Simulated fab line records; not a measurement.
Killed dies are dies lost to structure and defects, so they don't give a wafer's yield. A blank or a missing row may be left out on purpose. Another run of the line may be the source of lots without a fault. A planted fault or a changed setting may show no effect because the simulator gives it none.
Lot-split experiment || flow n5 finfet || 21 wafers read across 7 lots, on a route 1938 steps long

THE SPLIT
At N5_BEOL_M14_ILD_DEP_00 (deposits SiO2 from TEOS/O2, target thk 1119.3 nm, time 237.4 s), the setting time s was moved away from the recipe's 237.4 s on 5 of the 21 wafers read, by -13.7% to -5.8%. The other wafers ran this setting at the recipe's value.

The file shows no step between the split and the reading.

THE READING
M14_ILD_THK in nanometres, read at N5_BEOL_M14_THK_MEAS_01. On this fab line, fault-free wafers typically give 1116 nm with a standard deviation of 16 nm.

{"wafer": "L074.1", "tool, chamber at the split": "pecvd-04, 0", "time s as run, s": 237.4, "against the recipe": "recipe", "M14_ILD_THK, nm": 1117, "against lot-mates on the recipe": "-"}
{"wafer": "L074.4", "tool, chamber at the split": "pecvd-04, 2", "time s as run, s": 237.4, "against the recipe": "recipe", "M14_ILD_THK, nm": 1120, "against lot-mates on the recipe": "-"}
{"wafer": "L074.5", "tool, chamber at the split": "pecvd-04, 1", "time s as run, s": 237.4, "against the recipe": "recipe", "M14_ILD_THK, nm": 1125, "against lot-mates on the recipe": "-"}
{"wafer": "L080.3", "tool, chamber at the split": "pecvd-01, 0", "time s as run, s": 223.7, "against the recipe": "-5.8%", "M14_ILD_THK, nm": 1057, "against lot-mates on the recipe": -63}
{"wafer": "L080.5", "tool, chamber at the split": "pecvd-01, 1", "time s as run, s": 237.4, "against the recipe": "recipe", "M14_ILD_THK, nm": 1119, "against lot-mates on the recipe": "-"}
{"wafer": "L080.6", "tool, chamber at the split": "pecvd-01, 2", "time s as run, s": 237.4, "against the recipe": "recipe", "M14_ILD_THK, nm": 1121, "against lot-mates on the recipe": "-"}
{"wafer": "L083.1", "tool, chamber at the split": "pecvd-01, 1", "time s as run, s": 237.4, "against the recipe": "recipe", "M14_ILD_THK, nm": 1102, "against lot-mates on the recipe": "-"}
{"wafer": "L083.2", "tool, chamber at the split": "pecvd-01, 2", "time s as run, s": 237.4, "against the recipe": "recipe", "M14_ILD_THK, nm": 1097, "against lot-mates on the recipe": "-"}
{"wafer": "L083.6", "tool, chamber at the split": "pecvd-01, 2", "time s as run, s": 237.4, "against the recipe": "recipe", "M14_ILD_THK, nm": 1117, "against lot-mates on the recipe": "-"}
{"wafer": "L081.1", "tool, chamber at the split": "pecvd-04, 1", "time s as run, s": 204.9, "against the recipe": "-13.7%", "M14_ILD_THK, nm": 968, "against lot-mates on the recipe": -137}
{"wafer": "L081.2", "tool, chamber at the split": "pecvd-04, 0", "time s as run, s": 204.9, "against the recipe": "-13.7%", "M14_ILD_THK, nm": 941, "against lot-mates on the recipe": -164}
{"wafer": "L081.5", "tool, chamber at the split": "pecvd-04, 2", "time s as run, s": 237.4, "against the recipe": "recipe", "M14_ILD_THK, nm": 1105, "against lot-mates on the recipe": "-"}
{"wafer": "L084.3", "tool, chamber at the split": "pecvd-01, 2", "time s as run, s": 237.4, "against the recipe": "recipe", "M14_ILD_THK, nm": 1091, "against lot-mates on the recipe": "-"}
{"wafer": "L084.4", "tool, chamber at the split": "pecvd-01, 0", "time s as run, s": 237.4, "against the recipe": "recipe", "M14_ILD_THK, nm": 1128, "against lot-mates on the recipe": "-"}
{"wafer": "L084.5", "tool, chamber at the split": "pecvd-01, 2", "time s as run, s": 237.4, "against the recipe": "recipe", "M14_ILD_THK, nm": 1123, "against lot-mates on the recipe": "-"}
{"wafer": "L090.3", "tool, chamber at the split": "pecvd-02, 0", "time s as run, s": 204.9, "against the recipe": "-13.7%", "M14_ILD_THK, nm": 982, "against lot-mates on the recipe": -159}
{"wafer": "L090.4", "tool, chamber at the split": "pecvd-02, 1", "time s as run, s": 204.9, "against the recipe": "-13.7%", "M14_ILD_THK, nm": 1005, "against lot-mates on the recipe": -136}
{"wafer": "L090.5", "tool, chamber at the split": "pecvd-02, 0", "time s as run, s": 237.4, "against the recipe": "recipe", "M14_ILD_THK, nm": 1141, "against lot-mates on the recipe": "-"}
{"wafer": "L097.1", "tool, chamber at the split": "pecvd-02, 1", "time s as run, s": 237.4, "against the recipe": "recipe", "M14_ILD_THK, nm": 1116, "against lot-mates on the recipe": "-"}
{"wafer": "L097.4", "tool, chamber at the split": "pecvd-02, 1", "time s as run, s": 237.4, "against the recipe": "recipe", "M14_ILD_THK, nm": 1136, "against lot-mates on the recipe": "-"}
{"wafer": "L097.6", "tool, chamber at the split": "pecvd-02, 2", "time s as run, s": 237.4, "against the recipe": "recipe", "M14_ILD_THK, nm": 1115, "against lot-mates on the recipe": "-"}

FIT RESULTS
A straight line over all 21 wafers: M14_ILD_THK changes by +10.4 nm for each +1% of time s; r = +0.97; the points scatter about the line by 16 nm.
The same after taking each lot's own level away (the mean of its wafers on the recipe; 21 wafers): +10.9 nm for each +1%; r = +0.99; scatter 10 nm.
That fit puts the effect of the largest move of time s on the reading at 1.5e+02 nm.
Measured against the standard deviation above, the lots' own levels, which go from 1105.0 to 1141.0 nm, span 2.2 times it.
Consequently the slope shifts little with the lot-to-lot level, the two slopes agreeing.
Check: with one of the wafers moved furthest among these (-13.7%) left out of the fit, the line predicts -153 nm for it against its lot-mates. It came out at -137 nm against them.

OTHER SPLITS ON THESE WAFERS
Before the reading, these wafers also passed through other splits. Each is held against what the fit with the lots' levels taken away leaves over:
{"other split on the same wafers": "N5_BEOL_M11_EXPOSE_08 dose mj", "wafers away from the commonest value": 6, "r with M14_ILD_THK (lot level and that fit taken away)": "+0.06"}
{"other split on the same wafers": "N5_BEOL_M12_DEP_53 time s", "wafers away from the commonest value": 3, "r with M14_ILD_THK (lot level and that fit taken away)": -0.28}

THE WHOLE CHAIN: every reading that the file lists as answering this split, in the file's order
{"step": "N5_BEOL_M14_ILD_DEP_00", "what it does": "deposits SiO2 from TEOS/O2, target thk 1119.3 nm, time 237.4 s", "reading": "SiO2_of_BEOL_M14_ILD_DEP_00.thk nm (the simulator's own value, which no gauge read)", "change (the file's fit)": "+10.9 nm for each +1% of the setting", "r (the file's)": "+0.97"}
{"step": "N5_BEOL_M14_THK_MEAS_01", "what it does": "", "reading": "M14_ILD_THK", "change (the file's fit)": "+10.9 for each +1% of the setting", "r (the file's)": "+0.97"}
{"step": "N5_BEOL_M14_VIA_ETCH_16", "what it does": "etches SiO2 in C4F8/O2/Ar, target depth 1231.3 nm", "reading": "etch.depth nm (the simulator's own value, which no gauge read)", "change (the file's fit)": "+10.9 nm for each +1% of the setting", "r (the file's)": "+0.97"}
{"step": "N5_BEOL_M14_VIA_ETCH_16", "what it does": "etches SiO2 in C4F8/O2/Ar, target depth 1231.3 nm", "reading": "coat_of_BEOL_M14_COAT_04.thk nm (the simulator's own value, which no gauge read)", "change (the file's fit)": "-2.65 nm for each +1% of the setting", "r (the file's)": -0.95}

THE FILE'S OWN FIT
M14_ILD_THK changes by +10.9 nm for each +1% of time s, r = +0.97.
